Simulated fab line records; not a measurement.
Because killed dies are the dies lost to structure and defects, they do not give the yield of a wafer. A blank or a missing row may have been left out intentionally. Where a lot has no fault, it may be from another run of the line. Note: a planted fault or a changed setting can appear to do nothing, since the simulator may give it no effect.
Which tool was responsible?	flow nand-harc	36 wafers from 12 lots sampled at 3 of the route's 1302 steps

== WHAT EACH GAUGE READ, for each wafer ==
NHARC_P_BONDPAD_OVL_MEAS_38.
lot	measured	on	overlay-x-nm (nm)
L075	day 6 20:11	overlay-01	-1 -1 -1
L077	day 8 00:38	overlay-01	3 3 3
L079	day 8 13:46	overlay-02	-12 -13 -13
L081	day 9 22:54	overlay-01	-2 -2 -2
L083	day 10 12:19	overlay-01	-9 -9 -9
L085	day 11 08:14	overlay-02	0 0 1
L086	day 11 21:10	overlay-01	-5 -5 -5
L088	day 12 13:53	overlay-01	5 5 5
L091	day 13 12:06	overlay-01	0 0 0
L093	day 14 09:41	overlay-02	4 4 4
L095	day 15 14:10	overlay-01	-2 -3 -3
L096	day 16 00:53	overlay-01	2 3 3

== WHAT TOOL EACH LOT RAN ON (gives the tool, then ch and the chambers of the sampled wafers, and finally the start) ==
lot	NHARC_P_M2_DESCUM_14	NHARC_P_M2_PVD_21
L075	rie-diel-09 ch 1,3, day 6 15:40	pvd-sputter-03, day 6 20:11 or earlier
L077	rie-diel-06 ch 2,3, day 7 20:11	pvd-sputter-01, day 8 00:38 or earlier
L079	rie-diel-09 ch 0,1,2, day 8 09:13	pvd-sputter-01, day 8 13:46 or earlier
L081	rie-diel-09 ch 0,1,2, day 9 18:14	pvd-sputter-03, day 9 22:54 or earlier
L083	rie-diel-06 ch 0,1,3, day 10 08:02	pvd-sputter-02, day 10 12:19 or earlier
L085	rie-diel-09 ch 0,2, day 11 03:49	pvd-sputter-03, day 11 08:14 or earlier
L086	rie-diel-06 ch 1,2,3, day 11 16:31	pvd-sputter-02, day 11 21:10 or earlier
L088	rie-diel-01 ch 0,1,2, day 12 09:24	pvd-sputter-01, day 12 13:53 or earlier
L091	rie-diel-06 ch 1,3, day 13 07:35	pvd-sputter-02, day 13 12:06 or earlier
L093	rie-diel-06 ch 0,1, day 14 05:13	pvd-sputter-02, day 14 09:41 or earlier
L095	rie-diel-01 ch 0,2, day 15 09:44	pvd-sputter-03, day 15 14:10 or earlier
L096	rie-diel-01 ch 0,2,3, day 15 20:27	pvd-sputter-01, day 16 00:53 or earlier
- NHARC_P_M2_DESCUM_14: chemistry O2, time 3 s.
- NHARC_P_M2_PVD_21: deposits Cu, target thk 30 nm, time 20.49 s.

== THE ANSWER, worked out from the rows above alone ==
Rule: the lots themselves supply what counts as usual. Put in order of their means at a reading, lots are off if they are a third of the lots or fewer, leave a main group of 4 or more, and stand apart from it by a gap of 3 or more times the standard deviation of the main group's means; of several such gaps the widest counts. The tables above print the reading to a certain number of digits; a main group whose means all agree to those digits is not used. A lot without any number at a reading at which 4 lots or more have one is off too. All remaining lots with rows at the step are treated as sound.
No lot is off at any reading shown: from this, nothing can be told.

== WHAT THE SIMULATOR HAD INSERTED ==
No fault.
